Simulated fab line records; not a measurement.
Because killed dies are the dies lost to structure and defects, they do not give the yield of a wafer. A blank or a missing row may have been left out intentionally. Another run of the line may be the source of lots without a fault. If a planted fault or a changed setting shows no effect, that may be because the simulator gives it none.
Which of the tools did it? | flow n5 finfet | 12 lots, 36 wafers sampled, at 4 steps of a route of 1938

WHAT THE GAUGES SHOWED, per wafer
N5_BEOL_M11_OCD_MEAS_38.
lot  | measured     | on     | trench depth nm (nm)
L075 | day 10 12:29 | ocd-01 | 150.0 148.9 149.1
L078 | day 10 18:33 | ocd-01 | 150.3 150.6 154.4
L079 | day 12 03:01 | ocd-02 | 145.7 145.2 148.3
L083 | day 12 17:01 | ocd-02 | 148.9 149.6 151.6
L081 | day 12 20:48 | ocd-01 | 149.2 154.3 148.3
L087 | day 12 20:44 | ocd-02 | 152.1 150.8 149.8
L086 | day 12 23:17 | ocd-02 | 145.5 148.0 146.5
L089 | day 14 13:58 | ocd-02 | 150.0 154.1 152.7
L092 | day 14 22:04 | ocd-02 | 150.4 150.8 150.2
L093 | day 15 08:18 | ocd-01 | 150.9 154.1 149.6
L094 | day 15 21:02 | ocd-02 | 153.1 147.9 148.7
L096 | day 16 20:37 | ocd-02 | 148.7 150.2 150.4

WHAT TOOL EACH LOT RAN ON (gives the tool, then ch and the chambers of the sampled wafers, and finally the start)
lot  | N5_BEOL_M11_STRIP_67               | N5_BEOL_M11_STRIP_19               | N5_BEOL_M11_ETCH_66
L075 | rie diel-04 ch 1,2, day 10 10:19   | rie diel-01 ch 0,1,2, day 10 10:32 | rie diel-03 ch 1,2,3, day 10 12:05
L078 | rie diel-03 ch 1,2,3, day 10 15:52 | rie diel-03 ch 1,2,3, day 10 16:01 | rie diel-01 ch 1,2,3, day 10 18:08
L079 | rie diel-01 ch 1,2,3, day 11 15:21 | rie diel-03 ch 0,2,3, day 11 15:32 | rie diel-04 ch 1,3, day 12 02:37
L083 | rie diel-03 ch 0,1,3, day 12 12:49 | rie diel-03 ch 1,2, day 12 12:58   | rie diel-01 ch 1,2, day 12 16:37
L081 | rie diel-03 ch 0,1,3, day 12 18:04 | rie diel-03 ch 0,1,2, day 12 18:13 | rie diel-03 ch 0,2, day 12 20:24
L087 | rie diel-01 ch 0,2,3, day 12 18:41 | rie diel-04 ch 0,3, day 12 18:51   | rie diel-01 ch 2,3, day 12 20:20
L086 | rie diel-04 ch 0,2,3, day 12 21:56 | rie diel-01 ch 0,2,3, day 12 22:05 | rie diel-04 ch 1,2,3, day 12 22:53
L089 | rie diel-01 ch 2,3, day 14 07:01   | rie diel-01 ch 1,2, day 14 07:10   | rie diel-01 ch 0,3, day 14 13:34
L092 | rie diel-04 ch 0,2, day 14 18:25   | rie diel-01 ch 0,3, day 14 18:52   | rie diel-03 ch 1,2,3, day 14 21:40
L093 | rie diel-03 ch 0,2,3, day 15 05:02 | rie diel-04 ch 0,1,2, day 15 05:11 | rie diel-01 ch 1,2,3, day 15 07:53
L094 | rie diel-03 ch 1,2,3, day 15 16:14 | rie diel-03 ch 0,1,2, day 15 16:23 | rie diel-01 ch 0,3, day 15 20:37
L096 | rie diel-01 ch 2,3, day 16 17:49   | rie diel-03 ch 2,3, day 16 17:58   | rie diel-03 ch 1,2,3, day 16 20:12
- N5_BEOL_M11_STRIP_67: strips in CF4.
- N5_BEOL_M11_STRIP_19: strips in O2.
- N5_BEOL_M11_ETCH_66: etches SOC in N2/H2, target depth 120 nm, overetch 24 nm, time 180 s.

THE ANSWER, worked out from the rows above alone
Rule: what is usual is taken from the lots themselves. The widest of any qualifying gaps counts: lots, ordered by their means at a reading, are off when they make up no more than a third of the lots, leave a main group of 4 or more, and stand apart from it by 3 or more times the standard deviation of that group's means. If all means in a main group match to the digits the tables above print for the reading, that group is not used. A lot without any number at a reading at which 4 lots or more have one is off too. All remaining lots with rows at the step are treated as sound.
Across all readings shown, no lot is off: no conclusion can be drawn from this.

WHAT THE SIMULATOR PUT IN
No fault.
